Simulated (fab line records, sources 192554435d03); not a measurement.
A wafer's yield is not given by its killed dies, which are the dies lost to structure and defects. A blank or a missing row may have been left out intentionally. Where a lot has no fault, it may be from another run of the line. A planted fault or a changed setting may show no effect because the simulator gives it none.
Split-lot experiment / flow n5-finfet / route with 1938 steps; 7 lots, 21 wafers read

== ON THE SPLIT ==
At N5_BEOL_M4_DESCUM_33 (chemistry O2, time 7 s), the setting time-s was moved away from the recipe's 7 s on 4 of the 21 wafers read, by -18.7% to +6.2%. This setting was run at the recipe's value on the other wafers.

The reading comes from the split's own step.

== THE READING ==
CAR-EUV_of_BEOL_M4_COAT_22.thk-nm (the simulator's own value, which no gauge read), in nm, at N5_BEOL_M4_DESCUM_33 (chemistry O2, time 7 s). The file gives no usual value for it. Across the 17 wafers here that went through the recipe, the average is 26.1 nm and the standard deviation 0.1 nm.

wafer=L074.1; tool, chamber at the split=rie-diel-01, 2,0; time-s as run, s=7.436; against the recipe=+6.2%; CAR-EUV_of_BEOL_M4_COAT_22.thk-nm, nm=26; against lot-mates on the recipe=-0.2
wafer=L074.4; tool, chamber at the split=rie-diel-01, 2,0; time-s as run, s=7.436; against the recipe=+6.2%; CAR-EUV_of_BEOL_M4_COAT_22.thk-nm, nm=26; against lot-mates on the recipe=-0.2
wafer=L074.5; tool, chamber at the split=rie-diel-01, 2; time-s as run, s=7; against the recipe=recipe; CAR-EUV_of_BEOL_M4_COAT_22.thk-nm, nm=26.2; against lot-mates on the recipe=-
wafer=L075.3; tool, chamber at the split=rie-diel-01, 0; time-s as run, s=7; against the recipe=recipe; CAR-EUV_of_BEOL_M4_COAT_22.thk-nm, nm=26; against lot-mates on the recipe=-
wafer=L075.4; tool, chamber at the split=rie-diel-01, 2,3; time-s as run, s=7; against the recipe=recipe; CAR-EUV_of_BEOL_M4_COAT_22.thk-nm, nm=26.2; against lot-mates on the recipe=-
wafer=L075.5; tool, chamber at the split=rie-diel-01, 2,3; time-s as run, s=7; against the recipe=recipe; CAR-EUV_of_BEOL_M4_COAT_22.thk-nm, nm=26.2; against lot-mates on the recipe=-
wafer=L076.3; tool, chamber at the split=rie-diel-04, 0; time-s as run, s=5.691; against the recipe=-18.7%; CAR-EUV_of_BEOL_M4_COAT_22.thk-nm, nm=26.6; against lot-mates on the recipe=+0.6
wafer=L076.4; tool, chamber at the split=rie-diel-04, 3; time-s as run, s=5.691; against the recipe=-18.7%; CAR-EUV_of_BEOL_M4_COAT_22.thk-nm, nm=27; against lot-mates on the recipe=+1.0
wafer=L076.6; tool, chamber at the split=rie-diel-04, 1; time-s as run, s=7; against the recipe=recipe; CAR-EUV_of_BEOL_M4_COAT_22.thk-nm, nm=26; against lot-mates on the recipe=-
wafer=L078.2; tool, chamber at the split=rie-diel-03, 3,2,3; time-s as run, s=7; against the recipe=recipe; CAR-EUV_of_BEOL_M4_COAT_22.thk-nm, nm=26; against lot-mates on the recipe=-
wafer=L078.5; tool, chamber at the split=rie-diel-03, 3,2,3; time-s as run, s=7; against the recipe=recipe; CAR-EUV_of_BEOL_M4_COAT_22.thk-nm, nm=26; against lot-mates on the recipe=-
wafer=L078.6; tool, chamber at the split=rie-diel-03, 3,2,3; time-s as run, s=7; against the recipe=recipe; CAR-EUV_of_BEOL_M4_COAT_22.thk-nm, nm=26; against lot-mates on the recipe=-
wafer=L089.1; tool, chamber at the split=rie-diel-04, 0,1,2; time-s as run, s=7; against the recipe=recipe; CAR-EUV_of_BEOL_M4_COAT_22.thk-nm, nm=26.2; against lot-mates on the recipe=-
wafer=L089.3; tool, chamber at the split=rie-diel-04, 0,1,2; time-s as run, s=7; against the recipe=recipe; CAR-EUV_of_BEOL_M4_COAT_22.thk-nm, nm=26.2; against lot-mates on the recipe=-
wafer=L089.4; tool, chamber at the split=rie-diel-04, 0,1,2; time-s as run, s=7; against the recipe=recipe; CAR-EUV_of_BEOL_M4_COAT_22.thk-nm, nm=26.2; against lot-mates on the recipe=-
wafer=L091.2; tool, chamber at the split=rie-diel-01, 3,2; time-s as run, s=7; against the recipe=recipe; CAR-EUV_of_BEOL_M4_COAT_22.thk-nm, nm=26.2; against lot-mates on the recipe=-
wafer=L091.3; tool, chamber at the split=rie-diel-01, 3,2; time-s as run, s=7; against the recipe=recipe; CAR-EUV_of_BEOL_M4_COAT_22.thk-nm, nm=26.2; against lot-mates on the recipe=-
wafer=L091.4; tool, chamber at the split=rie-diel-01, 1; time-s as run, s=7; against the recipe=recipe; CAR-EUV_of_BEOL_M4_COAT_22.thk-nm, nm=26; against lot-mates on the recipe=-
wafer=L092.1; tool, chamber at the split=rie-diel-03, 3,2,3; time-s as run, s=7; against the recipe=recipe; CAR-EUV_of_BEOL_M4_COAT_22.thk-nm, nm=26; against lot-mates on the recipe=-
wafer=L092.2; tool, chamber at the split=rie-diel-03, 3,2,3; time-s as run, s=7; against the recipe=recipe; CAR-EUV_of_BEOL_M4_COAT_22.thk-nm, nm=26; against lot-mates on the recipe=-
wafer=L092.4; tool, chamber at the split=rie-diel-03, 3,2,3; time-s as run, s=7; against the recipe=recipe; CAR-EUV_of_BEOL_M4_COAT_22.thk-nm, nm=26; against lot-mates on the recipe=-
Rows listing several chambers each stand for several wafers; the file does not say which wafer went through which chamber.

FIT RESULTS
A straight line over all 21 wafers: CAR-EUV_of_BEOL_M4_COAT_22.thk-nm changes by -0.0349 nm for each +1% of time-s; r = -0.87; the points scatter about the line by 0.12 nm.
The same after taking each lot's own level away (the mean of its wafers on the recipe; 21 wafers): -0.0415 nm for each +1%; r = -0.95; scatter 0.086 nm.
The reading moves by 0.78 nm for the largest change in time-s, on that fit.
The lots' own levels span 26.00 to 26.20 nm, that is 2.0 times the standard deviation above.
So the slope is not independent of the lot-to-lot level: the two fits are not the same.
Check: for one of the wafers moved furthest among these (-18.7%), held out of the fit, the line's prediction against its lot-mates is +0.938 nm. Against them it came out at +0.6 nm.

== FURTHER SPLITS ON THESE WAFERS ==
Before the reading, these wafers also passed through other splits. Each is held against what the fit with the lots' levels taken away leaves over:
other split on the same wafers=N5_BEOL_M3_COAT_67 spin-rpm; wafers away from the commonest value=8; r with CAR-EUV_of_BEOL_M4_COAT_22.thk-nm (lot level and that fit taken away)=+0.24
other split on the same wafers=N5_BEOL_M4_EXPOSE_08 dose-mj; wafers away from the commonest value=6; r with CAR-EUV_of_BEOL_M4_COAT_22.thk-nm (lot level and that fit taken away)=-0.38
other split on the same wafers=N5_BEOL_M4_ETCH_64 time-s; wafers away from the commonest value=9; r with CAR-EUV_of_BEOL_M4_COAT_22.thk-nm (lot level and that fit taken away)=+0.13

== THE FILE'S OWN FIT ==
CAR-EUV_of_BEOL_M4_COAT_22.thk-nm changes by -0.0417 nm for each +1% of time-s, r = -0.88.
